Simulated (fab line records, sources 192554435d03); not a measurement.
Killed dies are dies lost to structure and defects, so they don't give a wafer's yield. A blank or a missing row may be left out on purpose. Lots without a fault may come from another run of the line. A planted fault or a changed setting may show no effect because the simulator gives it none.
Which tool did it? | flow n5_finfet | 10 lots, 30 wafers sampled, at 5 steps of a route of 1938

WHAT THE GAUGES READ, wafer by wafer
The record holds no reading of a measuring or inspecting step that can be judged against a usual standard deviation.

WHICH TOOL RAN EACH LOT (tool, then ch and the chambers of the sampled wafers, then the start)
lot  | N5_HKMG_FIN_ETCH_35               | N5_PASSIVATION_ETCH_59            | N5_PASSIVATION_PECVD_35         | N5_PASSIVATION_DESCUM_46           | N5_PASSIVATION_PROBE_49
L353 | rie_diel-05 ch 0,2,3, day 4 04:50 | rie_metal-01 ch 0,1, day 11 08:39 | pecvd-03 ch 0,1,2, day 11 09:32 | rie_diel-03 ch 0,1, day 11 10:29   | -
L356 | rie_diel-03 ch 0,1,3, day 4 23:13 | rie_metal-03 ch 0,1, day 12 20:32 | pecvd-02 ch 1,2, day 12 21:16   | rie_diel-05 ch 2,3, day 12 21:55   | -
L357 | rie_diel-06 ch 0,1,2, day 5 05:20 | rie_metal-02 ch 0,1, day 13 15:07 | pecvd-03 ch 1,2, day 13 15:54   | rie_diel-06 ch 0,2, day 13 16:41   | -
L362 | rie_diel-06 ch 0,1,3, day 6 10:30 | rie_metal-02 ch 0,1, day 14 04:50 | pecvd-02 ch 0,1,2, day 14 05:58 | rie_diel-03 ch 0,2,3, day 14 06:29 | -
L366 | rie_diel-06 ch 1,2, day 7 11:45   | rie_metal-02 ch 0,1, day 15 07:18 | pecvd-02 ch 0,1, day 15 08:13   | rie_diel-06 ch 1,2,3, day 15 09:08 | prober-02, day 15 12:12
L368 | rie_diel-06 ch 0,1, day 8 01:17   | rie_metal-01 ch 0,1, day 15 20:04 | pecvd-03 ch 0,1,2, day 15 20:47 | rie_diel-05 ch 0,2,3, day 15 21:26 | prober-01, day 16 00:34
L371 | rie_diel-05 ch 0,3, day 8 16:52   | rie_metal-02 ch 0,1, day 16 09:08 | pecvd-03 ch 0,1, day 16 09:52   | rie_diel-06 ch 0,1,3, day 16 10:23 | -
L374 | rie_diel-05 ch 1,2, day 9 09:32   | rie_metal-01 ch 0,1, day 16 21:38 | pecvd-03 ch 1,2, day 16 22:32   | rie_diel-06 ch 0,2,3, day 16 23:03 | -
L375 | rie_diel-03 ch 1,2,3, day 9 16:58 | rie_metal-02 ch 0,1, day 17 16:17 | pecvd-02 ch 0,1, day 17 17:01   | rie_diel-03 ch 0,1, day 17 17:57   | -
L376 | rie_diel-03 ch 0,1,3, day 9 21:02 | rie_metal-03 ch 0,1, day 17 15:47 | pecvd-02 ch 0,1, day 17 16:38   | rie_diel-05 ch 0,1,2, day 17 17:09 | -
- N5_HKMG_FIN_ETCH_35: etches SOC in N2/H2, target depth 215.8 nm, time 243.4 s.
- N5_PASSIVATION_ETCH_59: etches TaN in Cl2/BCl3, target depth 65 nm, time 34.9 s.
- N5_PASSIVATION_PECVD_35: deposits SiNx from SiH4/NH3/N2, target thk 700 nm, time 151.3 s.
- N5_PASSIVATION_DESCUM_46: chemistry O2, time 7.9 s.
- N5_PASSIVATION_PROBE_49

WHAT THE TOOLS THEMSELVES READ (means of the sampled wafers that have a number; where no wafer has one, the mark that the record gives instead)
N5_HKMG_FIN_ETCH_35.
lot  | tool        | chamber_pressure_mTorr (mTorr) | drypump_motor_current_A (A) | oes_product_au (a.u.) | rf_vpp_V (V) | showerhead_plenum_p_Torr (Torr) | throttle_valve_pct (%)
L353 | rie_diel-05 | 29.978                         | 5.5                         | 0.75                  | 142.0        | 2.56                            | 17.82
L356 | rie_diel-03 | 29.986                         | 5.7                         | 0.83                  | 141.6        | 2.52                            | 17.88
L357 | rie_diel-06 | 29.986                         | 5.4                         | 0.73                  | 140.9        | 2.53                            | 17.74
L362 | rie_diel-06 | 30.016                         | 5.6                         | 0.74                  | 140.7        | 2.53                            | 17.71
L366 | rie_diel-06 | 29.998                         | 5.5                         | 0.74                  | 140.8        | 2.49                            | 17.57
L368 | rie_diel-06 | 29.977                         | 5.2                         | 0.72                  | 142.4        | 2.59                            | 17.85
L371 | rie_diel-05 | 30.024                         | 5.5                         | 0.79                  | 141.3        | 2.51                            | 17.86
L374 | rie_diel-05 | 30.006                         | 5.4                         | 0.73                  | 141.2        | 2.55                            | 17.81
L375 | rie_diel-03 | 30.009                         | 5.7                         | 0.85                  | 141.1        | 2.51                            | 17.89
L376 | rie_diel-03 | 30.010                         | 5.7                         | 0.87                  | 141.3        | 2.51                            | 17.80

N5_PASSIVATION_ETCH_59.
lot  | tool         | chamber_pressure_mTorr (mTorr) | drypump_motor_current_A (A) | oes_product_au (a.u.) | throttle_valve_pct (%)
L353 | rie_metal-01 | 10.004                         | 5.4                         | 0.87                  | 20.92
L356 | rie_metal-03 | 9.999                          | 5.7                         | 0.81                  | 21.02
L357 | rie_metal-02 | 10.006                         | 5.6                         | 0.93                  | 21.23
L362 | rie_metal-02 | 10.007                         | 5.9                         | 0.92                  | 21.15
L366 | rie_metal-02 | 9.989                          | 5.9                         | 0.90                  | 21.14
L368 | rie_metal-01 | 10.002                         | 5.2                         | 0.82                  | 20.96
L371 | rie_metal-02 | 10.003                         | 5.6                         | 0.88                  | 21.28
L374 | rie_metal-01 | 9.996                          | 5.2                         | 0.81                  | 20.96
L375 | rie_metal-02 | 9.997                          | 5.9                         | 0.87                  | 21.16
L376 | rie_metal-03 | 10.005                         | 5.7                         | 0.80                  | 21.02

N5_PASSIVATION_PECVD_35.
lot  | tool     | heater_power_w (W) | showerhead_plenum_p_Torr (Torr) | throttle_valve_pct (%)
L353 | pecvd-03 | 356                | 8.72                            | 29.0
L356 | pecvd-02 | 359                | 8.69                            | 28.9
L357 | pecvd-03 | 348                | 8.75                            | 29.3
L362 | pecvd-02 | 426                | 8.69                            | 29.8
L366 | pecvd-02 | 429                | 8.66                            | 30.3
L368 | pecvd-03 | 332                | 8.70                            | 29.2
L371 | pecvd-03 | 420                | 8.76                            | 30.1
L374 | pecvd-03 | 307                | 8.71                            | 28.6
L375 | pecvd-02 | 378                | 8.67                            | 30.3
L376 | pecvd-02 | 476                | 8.68                            | 30.7

N5_PASSIVATION_DESCUM_46.
lot  | tool        | chamber_pressure_mTorr (mTorr) | drypump_motor_current_A (A) | oes_product_au (a.u.) | rf_vpp_V (V) | showerhead_plenum_p_Torr (Torr) | throttle_valve_pct (%)
L353 | rie_diel-03 | 20.020                         | 5.6                         | 0.86                  | 242.7        | 2.12                            | 20.61
L356 | rie_diel-05 | 20.007                         | 5.3                         | 0.81                  | 243.0        | 2.08                            | 20.41
L357 | rie_diel-06 | 20.007                         | 5.2                         | 0.90                  | 244.7        | 2.18                            | 20.40
L362 | rie_diel-03 | 20.000                         | 6.0                         | 0.76                  | 242.2        | 2.01                            | 20.51
L366 | rie_diel-06 | 19.990                         | 5.8                         | 0.84                  | 245.2        | 2.17                            | 20.17
L368 | rie_diel-05 | 19.995                         | 5.5                         | 0.84                  | 243.0        | 2.08                            | 20.33
L371 | rie_diel-06 | 19.980                         | 5.6                         | 0.83                  | 244.8        | 2.15                            | 20.27
L374 | rie_diel-06 | 19.991                         | 5.7                         | 0.86                  | 243.9        | 2.20                            | 20.30
L375 | rie_diel-03 | 19.992                         | 5.8                         | 0.77                  | 241.4        | 2.05                            | 20.67
L376 | rie_diel-05 | 19.985                         | 5.5                         | 0.95                  | 243.3        | 2.08                            | 20.11

N5_PASSIVATION_PROBE_49.
lot  | tool      | defect_limited_yield (%) | killed_at_M0_to_M3 | killed_at_M4_up | killed_at_contacts | killed_at_front_end | killed_at_other | killed_dies | killed_open | killed_short | sort_bin_5_function (%) | sort_bin_6_memory (%) | sort_n_pass | sort_yield_pct (%)
L366 | prober-02 | 79.8                     | 25                 | 11              | 5                  | 191                 | 6               | 238         | 50          | 26           | 11.9                    | 4.1                   | 942         | 79.8
L368 | prober-01 | 82.6                     | 26                 | 7               | 13                 | 157                 | 2               | 205         | 56          | 21           | 9.8                     | 3.7                   | 975         | 82.6

THE ANSWER, worked out from the rows above alone
Rule: what is usual is taken from the lots themselves. Put in order of their means at a reading, lots are off if they are a third of the lots or fewer, leave a main group of 4 or more, and stand apart from it by a gap of 3 or more times the standard deviation of the main group's means; of several such gaps the widest counts. A main group whose means are all the same, to the digits that the tables above print for the reading, isn't used. A lot without any number at a reading at which 4 lots or more have one is off too. The other lots that the step has rows for count as sound. The gauges are gone through in route order, then the tools' own readings, and for those a lot's mean is taken as printed above. The first step at which some lot is off is used, and at that step the reading that is off furthest; a lot without a number counts as furthest.
No lot is off at any reading shown: from this, nothing can be told.

WHAT THE SIMULATOR HAD PUT IN
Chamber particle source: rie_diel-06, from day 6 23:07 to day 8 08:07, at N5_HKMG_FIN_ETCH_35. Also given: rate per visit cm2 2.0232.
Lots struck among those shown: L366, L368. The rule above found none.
